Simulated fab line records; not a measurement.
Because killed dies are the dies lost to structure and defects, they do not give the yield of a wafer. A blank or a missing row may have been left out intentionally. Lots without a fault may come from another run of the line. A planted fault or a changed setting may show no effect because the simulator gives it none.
Chamber matching | flow n5-finfet | 3 sister chambers for N5_BEOL_M10_ILD_DEP_00 on pecvd-02
The step deposits SiCOH lowk from DEMS/porogen, target thk 308.51 nm, time 58 s. 3 wafers are shown with their chamber, then 8 later ones without.

## WAFERS PAIRED WITH THEIR CHAMBERS
wafer  | chamber | throttle-valve-pct (%)
L078.6 | 1       | 14.7
L085.1 | 2       | 13.9
L092.1 | 0       | 14.6

## WAFERS WITH NO CHAMBER GIVEN
wafer  | throttle-valve-pct (%)
L092.2 | 14.2
L092.4 | 14.4
L096.1 | 14.9
L096.5 | 14.4
L096.6 | 14.0
L097.1 | 14.5
L097.2 | 14.7
L097.6 | 14.6

## THE CHAMBER EACH PASSED THROUGH
wafer  | from the rows above          | in truth
L092.2 | can't be placed: 2 or 0 or 1 | 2
L092.4 | can't be placed: 0 or 1 or 2 | 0
L096.1 | can't be placed: 1 or 0      | 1
L096.5 | can't be placed: 0 or 1 or 2 | 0
L096.6 | 2                            | 2
L097.1 | can't be placed: 0 or 1      | 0
L097.2 | can't be placed: 1 or 0      | 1
L097.6 | can't be placed: 0 or 1      | 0
Correctly placed: 1 of 8. Can't be placed from these rows: 7 (the true chamber is among the candidates in 7). 0 placed wrongly.
How it was worked out, from the rows above alone: a wafer's distance from a chamber is the root of the sum, over the readings, of the square of ((its reading less the chamber's mean) divided by the reading's scatter). The wafer belongs to the nearest chamber; if the next one is less than 2 further off, it can't be placed. The mean given for a chamber averages the wafers shown for that chamber. The scatter (one wafer shown for each chamber): square how far every hidden wafer sits from the nearest shown wafer, average those squares and take the square root.
